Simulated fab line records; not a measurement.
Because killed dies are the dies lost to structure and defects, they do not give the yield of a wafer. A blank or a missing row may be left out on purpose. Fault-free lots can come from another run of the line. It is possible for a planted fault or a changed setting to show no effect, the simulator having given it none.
fab line records	flow n5_finfet
record lots=5	wafers=15	last_day=16
route steps=1938 shown BEOL_M4@1027 PASSIVATION@1936
lots that met no fault: from a run of the same line without faults
start_h: the number of hours between the record's first day and the start of the first shown wafer of the lot	wait_h: hours since the lot's step before	" as in the row above	L1.1+2: several wafers, shown together as one row	- no value, or no start given	* or withheld: withheld	< > ~ a bound
route shown NAME@n: a module of which the file shows steps, and the number in the route of the first	usual: mean/standard deviation taken from wafers without a fault	same: alike in all rows	chamber/n: place in a boat	sites: readings site by site	_std_site: how widely they spread, as a standard deviation	_edge_site: the outer-site mean with the inner-site mean subtracted	radius_mm: for every site, how far away it sits from the centre of the wafer	mask NAME#n: copy n	behind: the most recent tool/chamber to have shaped the wafer	hold: reason for holding the lot/hours on hold/outcome of the hold	device: names the non-switching transistor (n, p or np)	end of line: the same wafers' tests at the end of the route	where a step has no rows: the recipe by itself	killed: dies lost to structure and defects at the first sort, not the wafer's yield	map: dies across one wafer; x = killed, . = not, _ = none there
set.NAME: the setting that was run; set.NAME@STEP: the one run at that earlier step	model.NAME: the simulator's own value behind a step, which no gauge read
lots at some steps of the route; a table a step, a row a wafer
services: the hour from which a tool's chamber was out of use, counted from the record's first day as start_h (under 0 if before that day), plus the number of hours and why
## steps
# step N5_BEOL_M4_COAT_73
# recipe resist=underlayer	temp_c=205	time_s=60	spin_rpm=1500	resist_thk_nm=5
# step N5_BEOL_M4_COAT_05
# recipe resist=CAR-EUV	spin_rpm=1500	resist_thk_nm=30
# step N5_BEOL_M4_EBR_07
# recipe solvent=PGMEA	ebr_width_mm=1.5
# step N5_BEOL_M4_SOFTBAKE_06
# recipe temp_c=110	time_s=60	resist=CAR-EUV
# step N5_BEOL_M4_EXPOSE_08
# recipe mask_id=M4	na=0.33	source_shape=dipole	sigma_inner=0.369	sigma_outer=0.767	polarization=unpolarized	dose_mj=41.25
# step N5_BEOL_M4_PEB_09
# recipe peb_temp_c=100	peb_time_s=60	resist=CAR-EUV
# step N5_BEOL_M4_DEVELOP_10
# recipe develop_time_s=30	developer=TMAH	resist=CAR-EUV	rinse_liquid=surfactant_rinse	dry=air_spin	dev_temp_c=23
# step N5_BEOL_M4_CD_MEAS_11
# recipe target_cd_nm=16.79	landing_energy_ev=500	detector=se_inlens	polarity=opening
# usual cd_nm=16.88/0.24
lot.wafer	tool	chamber	start_h	wait_h	cd_nm
L304.1	cd_sem-02	0	179.84	-	16.76
L304.2	"	0	"	"	16.48
L304.6	"	0	"	"	16.82
L313.1	cd_sem-02	0	214.73	-	17.11
L313.2	"	0	"	"	16.82
L313.3	"	0	"	"	17.29
L319.1	cd_sem-01	0	250.35	-	16.86
L319.2	"	0	"	"	16.92
L319.3	"	0	"	"	17.02
L318.2	cd_sem-02	0	250.40	-	16.91
L318.5	"	0	"	"	17.02
L318.6	"	0	"	"	17.12
L321.2	cd_sem-03	0	256.97	-	17.28
L321.4	"	0	"	"	17.25
L321.5	"	0	"	"	17.02
# step N5_BEOL_M4_OVL_MEAS_12
# recipe points_per_wafer=522
# usual M4_OVL=-0.1/0.63
lot.wafer	tool	chamber	start_h	wait_h	M4_OVL[nm]
L304.1	overlay-01	0	179.87	0.0	1.4
L304.2	"	0	"	"	0.7
L304.6	"	0	"	"	-0.1
L313.1	overlay-01	0	214.76	0.0	-0.1
L313.2	"	0	"	"	-0.2
L313.3	"	0	"	"	0.3
L319.1	overlay-02	0	250.38	0.0	0.1
L319.2	"	0	"	"	0.1
L319.3	"	0	"	"	-0.6
L318.2	overlay-01	0	250.43	0.0	-0.3
L318.5	"	0	"	"	-0.2
L318.6	"	0	"	"	-0.5
L321.2	overlay-01	0	257.00	0.0	0.6
L321.4	"	0	"	"	-1.0
L321.5	"	0	"	"	-0.4
# step N5_BEOL_M4_INSPECT_13
# recipe mode=adi	inspect_instrument=brightfield
# usual raw_defect_count=431/100
lot.wafer	tool	chamber	start_h	wait_h	raw_defect_count
L304.1	defect_inspect-02	-	179.93	0.1	397
L304.2	"	-	"	"	475
L304.6	"	-	"	"	405
L313.1	defect_inspect-01	-	214.83	0.1	306
L313.2	"	-	"	"	451
L313.3	"	-	"	"	305
L319.1	defect_inspect-02	-	250.44	0.1	368
L319.2	"	-	"	"	381
L319.3	"	-	"	"	383
L318.2	defect_inspect-02	-	250.49	0.0	600
L318.5	"	-	"	"	478
L318.6	"	-	"	"	606
L321.2	defect_inspect-01	-	257.06	0.0	526
L321.4	"	-	"	"	454
L321.5	"	-	"	"	502
# step N5_BEOL_M4_DESCUM_16
# recipe chemistry=O2	time_s=7	source_power_w=50	bias_power_w=20	pressure_mtorr=20	rf_frequency_hz=2.712e+07	temp_c=40	resist=CAR-EUV	o2_flow_sccm=225
# usual drypump_motor_current_A=5.6/0.41	oes_product_au=0.80/0.085	rf_vpp_V=243.4/1.4	showerhead_plenum_p_Torr=2.11/0.07	throttle_valve_pct=20.47/0.16
lot.wafer	tool	chamber	start_h	wait_h	drypump_motor_current_A	oes_product_au	rf_hours_counter_h	rf_vpp_V	showerhead_plenum_p_Torr	throttle_valve_pct
L304.1	rie_diel-06	0	179.96	0.0	5.3	0.74	159	243.8	2.09	20.64
L304.2	"	1	"	"	6.1	0.70	211	239.5	1.97	20.40
L304.6	"	1	"	"	6.2	0.70	-	239.5	1.97	20.38
L313.1	rie_diel-05	0	214.86	0.0	5.7	0.79	110	243.8	2.11	20.13
L313.2	"	2	"	"	5.8	0.86	61	243.8	2.04	20.65
L313.3	"	3	"	"	6.3	0.96	2	245.2	2.13	20.21
L319.1	rie_diel-01	0	250.48	0.0	5.4	0.82	90	243.4	2.14	20.47
L319.2	"	1	"	"	6.1	0.81	106	243.3	2.11	20.51
L319.3	"	2	"	"	4.9	0.87	53	243.8	2.15	20.38
L318.2	rie_diel-06	1	250.52	0.0	6.1	0.69	238	241.8	1.96	20.43
L318.5	"	1	"	"	6.1	0.69	-	241.0	1.96	20.42
L318.6	"	0	"	"	5.3	0.71	-	243.8	2.08	20.68
L321.2	rie_diel-01	2	257.09	0.0	4.9	0.87	55	243.5	2.15	20.40
L321.4	"	1	"	"	6.1	0.80	109	243.8	2.11	20.52
L321.5	"	0	"	"	5.4	0.82	-	244.2	2.14	20.48
# step N5_BEOL_M4_ETCH_74
# recipe chemistry=N2/H2	target=underlayer	target_depth_a=65	mask_material=CAR-EUV	time_s=5.2	ion_energy_ev=200	pressure_mtorr=30	source_w=840	bias_w=150	n2_flow_sccm=200	h2_flow_sccm=200	ends=cleared
# usual drypump_motor_current_A=5.6/0.4	etch_rf_on_time_s=5.17/0.095	oes_product_au=0.69/0.075	rf_vpp_V=524.2/2.5	showerhead_plenum_p_Torr=2.55/0.08	throttle_valve_pct=17.86/0.2
lot.wafer	tool	chamber	start_h	wait_h	drypump_motor_current_A	etch_rf_on_time_s	oes_product_au	rf_hours_counter_h	rf_vpp_V	showerhead_plenum_p_Torr	throttle_valve_pct
L304.1	rie_diel-06	0	179.99	0.0	5.3	5.22	0.63	159	523.4	2.55	18.18
L304.2	"	1	"	"	6.1	5.27	0.61	211	519.2	2.41	18.00
L304.6	"	1	"	"	6.1	5.24	0.60	-	521.1	2.41	17.98
L313.1	rie_diel-05	0	214.90	0.0	5.7	5.24	0.66	110	523.9	2.58	17.65
L313.2	"	2	"	"	5.8	5.00	0.74	61	520.8	2.47	17.88
L313.3	"	3	"	"	6.3	5.10	0.82	2	524.3	2.62	17.76
L319.1	rie_diel-01	0	250.51	0.0	5.4	5.13	0.71	90	526.0	2.55	17.65
L319.2	"	1	"	"	6.1	5.11	0.70	106	526.3	2.54	17.78
L319.3	"	2	"	"	4.9	4.98	0.76	53	525.7	2.59	17.68
L318.2	rie_diel-06	1	250.56	0.0	6.1	5.30	0.58	238	519.7	2.39	18.00
L318.5	"	1	"	"	6.1	5.33	0.58	-	520.1	2.39	18.04
L318.6	"	0	"	"	5.3	5.20	0.63	-	522.1	2.54	18.21
L321.2	rie_diel-01	2	257.12	0.0	4.8	5.05	0.76	55	522.2	2.59	17.68
L321.4	"	1	"	"	6.1	5.18	0.68	109	524.0	2.54	17.79
L321.5	"	0	"	"	5.4	5.17	0.70	-	525.8	2.55	17.67
# step N5_BEOL_M4_ETCH_63
# recipe chemistry=CF4	target=SiARC	target_depth_a=156	mask_material=CAR-EUV	time_s=26	ion_energy_ev=80	pressure_mtorr=40	source_w=545	bias_w=36	Ar_flow_sccm=100	cf4_flow_sccm=100	ends=cleared
# usual drypump_motor_current_A=5.6/0.41	etch_rf_on_time_s=25.8/0.46	oes_product_au=0.69/0.074	rf_vpp_V=184.2/1.1	showerhead_plenum_p_Torr=2.15/0.06	throttle_valve_pct=15.59/0.21
lot.wafer	tool	chamber	start_h	wait_h	drypump_motor_current_A	etch_rf_on_time_s	oes_product_au	rf_hours_counter_h	rf_vpp_V	showerhead_plenum_p_Torr	throttle_valve_pct
L304.1	rie_diel-06	0	180.01	0.0	5.3	26.0	0.64	159	184.7	2.14	15.80
L304.2	"	1	"	"	6.2	26.4	0.60	211	182.7	2.04	15.72
L304.6	"	1	"	"	6.1	26.6	0.60	-	182.7	2.04	15.72
L313.1	rie_diel-05	0	214.92	0.0	5.7	25.8	0.67	110	184.9	2.16	15.28
L313.2	"	2	"	"	5.8	25.4	0.73	61	184.7	2.08	15.68
L313.3	"	3	"	"	6.3	25.5	0.82	2	184.6	2.19	15.38
L319.1	rie_diel-01	0	250.53	0.0	5.4	25.5	0.72	90	184.2	2.16	15.48
L319.2	"	1	"	"	6.1	25.5	0.69	106	184.6	2.16	15.67
L319.3	"	2	"	"	4.9	25.2	0.77	53	186.1	2.16	15.29
L318.2	rie_diel-06	1	250.57	0.0	6.1	18.1	0.74	238	182.1	2.03	15.78
L318.5	"	1	"	"	6.2	26.3	0.59	-	182.1	2.03	15.79
L318.6	"	0	"	"	5.3	17.6	0.79	-	183.2	2.13	15.84
L321.2	rie_diel-01	2	257.14	0.0	4.9	25.1	0.75	55	185.9	2.16	15.30
L321.4	"	1	"	"	6.1	25.6	0.69	109	183.0	2.16	15.68
L321.5	"	0	"	"	5.4	25.7	0.71	-	183.8	2.16	15.48
# step N5_BEOL_M4_ETCH_64
# recipe chemistry=N2/H2	target=SOC	target_depth_a=750	overetch_a=225	mask_material=SiARC	temp_c=40	time_s=121.9	ion_energy_ev=200	pressure_mtorr=30	source_w=840	bias_w=150	n2_flow_sccm=200	h2_flow_sccm=200
# usual drypump_motor_current_A=5.6/0.4	oes_product_au=0.61/0.061	rf_vpp_V=524.2/2.3	showerhead_plenum_p_Torr=2.55/0.08	throttle_valve_pct=17.82/0.2
lot.wafer	tool	chamber	start_h	wait_h	drypump_motor_current_A	oes_product_au	rf_hours_counter_h	rf_vpp_V	showerhead_plenum_p_Torr	throttle_valve_pct
L304.1	rie_diel-06	0	180.04	0.0	5.3	0.57	159	523.9	2.55	18.12
L304.2	"	1	"	"	6.2	0.54	211	519.5	2.40	17.95
L304.6	"	1	"	"	6.2	0.55	-	519.6	2.41	17.95
L313.1	rie_diel-05	0	214.94	0.0	5.8	0.59	110	524.0	2.58	17.62
L313.2	"	2	"	"	5.8	0.64	61	523.0	2.47	17.84
L313.3	"	3	"	"	6.3	0.72	2	524.9	2.62	17.72
L319.1	rie_diel-01	0	250.56	0.0	5.4	0.63	90	524.1	2.55	17.62
L319.2	"	1	"	"	6.1	0.60	106	523.6	2.54	17.76
L319.3	"	2	"	"	4.9	0.67	53	524.7	2.59	17.64
L318.2	rie_diel-06	1	250.60	0.0	6.2	0.53	238	520.7	2.39	17.98
L318.5	"	1	"	"	6.1	0.53	-	519.6	2.39	17.99
L318.6	"	0	"	"	5.3	0.55	-	523.9	2.54	18.16
L321.2	rie_diel-01	2	257.17	0.0	4.9	0.66	55	524.0	2.59	17.63
L321.4	"	1	"	"	6.1	0.61	109	525.0	2.54	17.75
L321.5	"	0	"	"	5.4	0.63	-	524.4	2.55	17.63
# step N5_BEOL_M4_RC_MEAS_101
# usual DIBL_N=36.0/1.7	DIBL_P=36.2/2.3	IOFF_N=0.16/0.03	IOFF_P=0.21/0.036	ION_N=679/11	ION_P=465/7.1	SS_N=71.4/0.58	SS_P=73.3/0.75	VT_N=249/3.1	VT_P=-251/3.5
lot.wafer	tool	chamber	start_h	wait_h	DIBL_N[mV/V]	DIBL_P[mV/V]	IOFF_N[nA/um]	IOFF_P[nA/um]	ION_N[uA/um]	ION_P[uA/um]	SS_N[mV/dec]	SS_P[mV/dec]	VT_N[mV]	VT_P[mV]
L304.1	prober-02	0	190.71	0.0	39.3	38.5	0.20	0.27	696	472	72.0	74.8	246	-246
L304.2	"	0	"	"	37.4	37.0	0.17	0.25	673	467	71.2	73.1	249	-246
L304.6	"	0	"	"	35.4	34.0	0.14	0.20	670	457	72.0	73.1	250	-250
L313.1	prober-01	0	230.08	0.0	33.1	33.0	0.10	0.15	653	456	70.4	72.3	257	-254
L313.2	"	0	"	"	36.4	37.6	0.16	0.21	667	462	71.3	74.3	252	-252
L313.3	"	0	"	"	37.3	38.6	0.17	0.24	679	468	71.8	74.1	250	-249
L319.1	prober-01	0	258.97	0.0	36.3	36.8	0.20	0.22	693	464	72.3	73.8	247	-249
L319.2	"	0	"	"	34.4	34.5	0.15	0.18	678	460	71.3	73.8	251	-251
L319.3	"	0	"	"	35.4	35.7	0.17	0.21	691	465	71.9	73.7	249	-249
L318.2	prober-02	0	260.48	0.2	34.8	35.1	0.14	0.19	664	461	71.6	72.5	251	-250
L318.5	"	0	"	"	35.2	35.0	0.14	0.19	668	455	70.7	72.5	252	-250
L318.6	"	0	"	"	36.6	36.4	0.16	0.21	669	458	71.6	73.1	250	-250
L321.2	prober-01	0	267.49	0.2	34.7	34.5	0.12	0.16	674	467	71.0	72.0	251	-256
L321.4	"	0	"	"	34.9	33.8	0.12	0.15	669	459	70.6	72.0	253	-256
L321.5	"	0	"	"	35.7	34.8	0.12	0.16	670	453	71.0	73.3	253	-257
# step N5_PASSIVATION_PROBE_49
# usual defect_limited_yield=91.3/1.5	killed_at_M0_to_M3=31/11	killed_at_M4_up=14/5.1	killed_at_contacts=12/5.6	killed_at_front_end=42/12	killed_at_other=3.8/2.9	killed_dies=103/18	killed_open=67/14	killed_short=33/8	sort_bin_5_function=5.1/1	sort_bin_6_memory=3.2/0.75	sort_n_pass=1077/18	sort_yield_pct=91.3/1.5
# same gross_dies=1180	killed_at_back_side=0	sort_bin_4_leakage[%]=0	sort_bin_8_speed[%]=0
lot.wafer	tool	chamber	start_h	wait_h	defect_limited_yield[%]	killed_at_M0_to_M3	killed_at_M4_up	killed_at_contacts	killed_at_front_end	killed_at_other	killed_dies	killed_open	killed_short	sort_bin_5_function[%]	sort_bin_6_memory[%]	sort_n_pass	sort_yield_pct[%]
L304.1	prober-02	-	304.23	0.0	93.8	28	6	2	36	1	73	43	28	4.0	1.9	1107	93.8
L304.2	prober-02	-	304.28	0.1	93.3	28	18	4	22	7	79	43	32	3.5	2.9	1101	93.3
L304.6	prober-02	-	304.48	0.3	91.5	42	8	14	31	5	100	67	32	4.8	3.4	1080	91.5
L313.1	prober-02	-	349.71	2.4	91.4	27	13	11	46	4	101	69	28	4.9	3.4	1079	91.4
L313.2	prober-02	-	349.76	2.5	92.5	18	19	4	42	5	88	45	42	4.7	2.3	1092	92.5
L313.3	prober-02	-	349.81	2.5	91.6	26	19	11	41	2	99	62	36	5.6	2.5	1081	91.6
L319.1	prober-01	-	368.34	0.0	91.2	40	9	10	35	10	104	64	40	6.1	2.1	1076	91.2
L319.2	prober-01	-	368.39	0.1	89.6	36	17	19	38	13	123	78	45	6.4	3.6	1057	89.6
L319.3	prober-01	-	368.44	0.1	90.9	33	12	13	49	0	107	80	27	5.6	3.4	1073	90.9
L318.2	prober-01	-	379.47	0.1	90.3	42	13	8	49	3	115	82	33	6.5	2.7	1065	90.3
L318.5	prober-01	-	379.62	0.2	90.1	56	11	8	42	0	117	88	29	6.3	3.4	1063	90.1
L318.6	prober-01	-	379.67	0.3	91.7	40	7	13	38	0	98	67	29	4.8	3.1	1082	91.7
L321.2	prober-02	-	380.48	0.1	91.0	27	24	9	43	3	106	71	27	5.2	2.9	1074	91.0
L321.4	prober-02	-	380.58	0.2	93.7	23	9	5	36	1	74	45	24	3.3	2.5	1106	93.7
L321.5	prober-02	-	380.63	0.2	92.2	27	12	15	36	2	92	61	28	4.8	2.9	1088	92.2
# killed by level:class
L304.1 FIN_SAQP:geometric_particle:open=8 STI_FIN_REVEAL:geometric_particle:open=8 BEOL_M3:geometric_particle:open=7 BEOL_M0_SAQP:geometric_particle:short=5 BEOL_M1:geometric_particle:open=5 GATE_CUT:geometric_particle:short=4 DUMMY_GATE:geometric_particle:open=3 BEOL_M1:geometric_particle:short=3
L304.2 BEOL_M0_SAQP:geometric_particle:short=7 BEOL_M4:geometric_particle:open=7 BEOL_M0_SAQP:geometric_particle:open=6 FIN_SAQP:geometric_particle:short=4 BEOL_M2:geometric_particle:open=4 MIM_TOP_ETCH:geometric_particle:short=4 STI_FIN_REVEAL:geometric_particle:open=3 MOL_CONTACT_COAG:geometric_particle:open=3
L304.6 BEOL_M0_SAQP:geometric_particle:open=12 MOL_CONTACT_COAG:geometric_particle:open=11 STI_FIN_REVEAL:geometric_particle:open=9 BEOL_M1:geometric_particle:open=9 BEOL_M0_SAQP:geometric_particle:short=8 FIN_SAQP:geometric_particle:open=6 FIN_SAQP:geometric_particle:short=6 BEOL_M2:geometric_particle:open=5
L313.1 FIN_SAQP:geometric_particle:open=13 MOL_CONTACT_COAG:geometric_particle:open=10 FIN_SAQP:geometric_particle:short=9 BEOL_M2:geometric_particle:open=7 BEOL_M3:geometric_particle:open=6 GATE_CUT:geometric_particle:short=5 BEOL_M3:geometric_particle:short=4 STI_FIN_REVEAL:geometric_particle:open=3
L313.2 FIN_SAQP:geometric_particle:open=12 FIN_SAQP:geometric_particle:short=9 BEOL_M4:geometric_particle:short=5 BEOL_M1:geometric_particle:open=5 GATE_CUT:geometric_particle:short=5 BEOL_M5:geometric_particle:open=5 ILD0:geometric_particle:short=4 BEOL_M2:geometric_particle:open=4
L313.3 FIN_SAQP:geometric_particle:open=13 FIN_SAQP:geometric_particle:short=11 MOL_CONTACT_COAG:geometric_particle:open=10 BEOL_M0_SAQP:geometric_particle:short=10 BEOL_M5:geometric_particle:open=6 BEOL_M4:geometric_particle:short=5 STI_FIN_REVEAL:geometric_particle:open=4 BEOL_M0_SAQP:geometric_particle:open=4
L319.1 BEOL_M0_SAQP:geometric_particle:open=10 BEOL_M0_SAQP:geometric_particle:short=9 STI_FIN_REVEAL:geometric_particle:open=8 FIN_SAQP:geometric_particle:short=7 BEOL_M2:geometric_particle:open=7 BEOL_M1:geometric_particle:open=6 MOL_CONTACT_COAG:geometric_particle:short=5 MOL_CONTACT_COAG:geometric_particle:open=5
L319.2 BEOL_M1:geometric_particle:open=12 MOL_CONTACT_COAG:geometric_particle:open=11 STI_FIN_REVEAL:geometric_particle:open=10 BEOL_M4:geometric_particle:open=10 MOL_CONTACT_COAG:geometric_particle:short=8 BEOL_M0_SAQP:geometric_particle:short=8 BEOL_M2:geometric_particle:open=7 MIM_TOP_ETCH:geometric_particle:open=6
L319.3 STI_FIN_REVEAL:geometric_particle:open=29 MOL_CONTACT_COAG:geometric_particle:open=13 BEOL_M1:geometric_particle:open=13 STI_FIN_REVEAL:geometric_particle:short=8 BEOL_M0_SAQP:geometric_particle:short=7 BEOL_M4:geometric_particle:open=5 FIN_SAQP:geometric_particle:open=3 BEOL_M0_SAQP:geometric_particle:open=3
L318.2 BEOL_M1:geometric_particle:open=15 STI_FIN_REVEAL:geometric_particle:open=14 BEOL_M5:geometric_particle:open=7 STI_FIN_REVEAL:geometric_particle:short=6 MOL_CONTACT_COAG:geometric_particle:open=6 BEOL_M3:geometric_particle:open=6 FIN_SAQP:geometric_particle:open=5 DUMMY_GATE:geometric_particle:open=5
L318.5 BEOL_M1:geometric_particle:open=21 FIN_SAQP:geometric_particle:open=13 BEOL_M0_SAQP:geometric_particle:open=12 BEOL_M0_SAQP:geometric_particle:short=9 MOL_CONTACT_COAG:geometric_particle:open=8 STI_FIN_REVEAL:geometric_particle:open=7 BEOL_M1:geometric_particle:short=7 BEOL_M2:geometric_particle:open=5
L318.6 MOL_CONTACT_COAG:geometric_particle:open=12 BEOL_M1:geometric_particle:open=8 FIN_SAQP:geometric_particle:short=7 DUMMY_GATE:geometric_particle:open=7 BEOL_M0_SAQP:geometric_particle:short=7 BEOL_M3:geometric_particle:open=7 FIN_SAQP:geometric_particle:open=6 BEOL_M0_SAQP:geometric_particle:open=6
L321.2 BEOL_M4:geometric_particle:open=10 FIN_SAQP:geometric_particle:open=7 MOL_CONTACT_COAG:geometric_particle:open=7 GATE_CUT:geometric_particle:short=6 BEOL_M5:geometric_particle:open=6 HKMG_FIN:area_etch=6 GATE_CUT:geometric_particle:open=5 BEOL_M0_SAQP:geometric_particle:short=5
L321.4 DUMMY_GATE:geometric_particle:open=9 FIN_SAQP:geometric_particle:open=6 FIN_SAQP:geometric_particle:short=5 HKMG_FIN:area_etch=5 GATE_CUT:geometric_particle:short=4 MOL_CONTACT_COAG:geometric_particle:open=4 BEOL_M1:geometric_particle:open=4 BEOL_M2:geometric_particle:open=4
L321.5 FIN_SAQP:geometric_particle:open=12 BEOL_M2:geometric_particle:open=10 MOL_CONTACT_COAG:geometric_particle:open=9 FIN_SAQP:geometric_particle:short=6 MOL_CONTACT_COAG:geometric_particle:short=6 BEOL_M1:geometric_particle:open=6 BEOL_M3:geometric_particle:open=5 BEOL_M4:geometric_particle:open=4
## services
tool	chamber	start_h	hours	kind
rie_diel-06	3	166.60	-	clean
rie_diel-06	3	166.60	-	consumable_replace:focus_ring
rie_diel-05	3	194.37	-	clean
rie_diel-05	3	194.37	-	consumable_replace:focus_ring
rie_diel-05	3	194.37	13.7	scheduled_down
rie_diel-05	3	194.37	13.7	vent_cycle
rie_diel-06	3	225.92	16.6	repair
## key
first_sign step=N5_BEOL_M4_ETCH_63	reading=etch_rf_on_time_s	direction=down	sigmas=17	usual=*	struck=*
effect none on later readings
met_at N5_BEOL_M4_ETCH_63
struck_wafers L318.2,L318.6
onset_between 180.01 250.57
fault kind=process_parameter_drift	tool=rie_diel-06	chamber=-	onset_h=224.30	steps=N5_BEOL_M4_ETCH_63	channel=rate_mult	offset=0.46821	shape=step	end_h=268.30	scope=struck_wafers_only
